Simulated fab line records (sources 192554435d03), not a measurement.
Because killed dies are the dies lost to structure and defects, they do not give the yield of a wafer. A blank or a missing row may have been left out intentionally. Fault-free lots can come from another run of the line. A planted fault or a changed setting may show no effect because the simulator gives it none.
Chamber matching / flow n5-finfet / N5_MOL_CONTACT_COAG_ETCH_65 on rie-diel-04 has 4 sister chambers
The step etches underlayer in N2/H2, target depth 13 nm, time 10.4 s. 4 wafers are shown with their chamber, then 10 later ones without.

## WAFERS WITH THEIR CHAMBER
wafer=L088.4; chamber=1; showerhead-plenum-p-Torr (Torr)=2.61
wafer=L088.5; chamber=3; showerhead-plenum-p-Torr (Torr)=2.53
wafer=L089.1; chamber=0; showerhead-plenum-p-Torr (Torr)=2.62
wafer=L089.3; chamber=2; showerhead-plenum-p-Torr (Torr)=2.54

## WAFERS WITH NO CHAMBER GIVEN
wafer=L089.6; showerhead-plenum-p-Torr (Torr)=2.53
wafer=L095.1; showerhead-plenum-p-Torr (Torr)=2.54
wafer=L095.4; showerhead-plenum-p-Torr (Torr)=2.61
wafer=L095.5; showerhead-plenum-p-Torr (Torr)=2.61
wafer=L097.2; showerhead-plenum-p-Torr (Torr)=2.61
wafer=L097.3; showerhead-plenum-p-Torr (Torr)=2.54
wafer=L097.6; showerhead-plenum-p-Torr (Torr)=2.61
wafer=L096.3; showerhead-plenum-p-Torr (Torr)=2.60
wafer=L096.4; showerhead-plenum-p-Torr (Torr)=2.54
wafer=L096.6; showerhead-plenum-p-Torr (Torr)=2.61

## WHICH CHAMBER EACH ONE RAN IN
wafer=L089.6; from the rows above=3; in truth=3
wafer=L095.1; from the rows above=2; in truth=2
wafer=L095.4; from the rows above=1; in truth=1
wafer=L095.5; from the rows above=1; in truth=1
wafer=L097.2; from the rows above=1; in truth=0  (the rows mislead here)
wafer=L097.3; from the rows above=2; in truth=2
wafer=L097.6; from the rows above=1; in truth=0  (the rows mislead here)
wafer=L096.3; from the rows above=1; in truth=1
wafer=L096.4; from the rows above=2; in truth=2
wafer=L096.6; from the rows above=1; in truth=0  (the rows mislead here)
Correct placement for 7 of the 10. Left unplaced by these rows: 0. Placed wrongly: 3.
How it was worked out, from the rows above alone: a wafer's distance from a chamber is the root of the sum, over the readings, of the square of ((its reading less the chamber's mean) divided by the reading's scatter). If the next closest chamber is less than 2 further off than the closest, the wafer can't be placed; otherwise it belongs to the closest. A chamber's mean is the mean of its shown wafers. The scatter: root of mean squared gap, hidden wafer to nearest shown wafer, with one shown wafer a chamber.
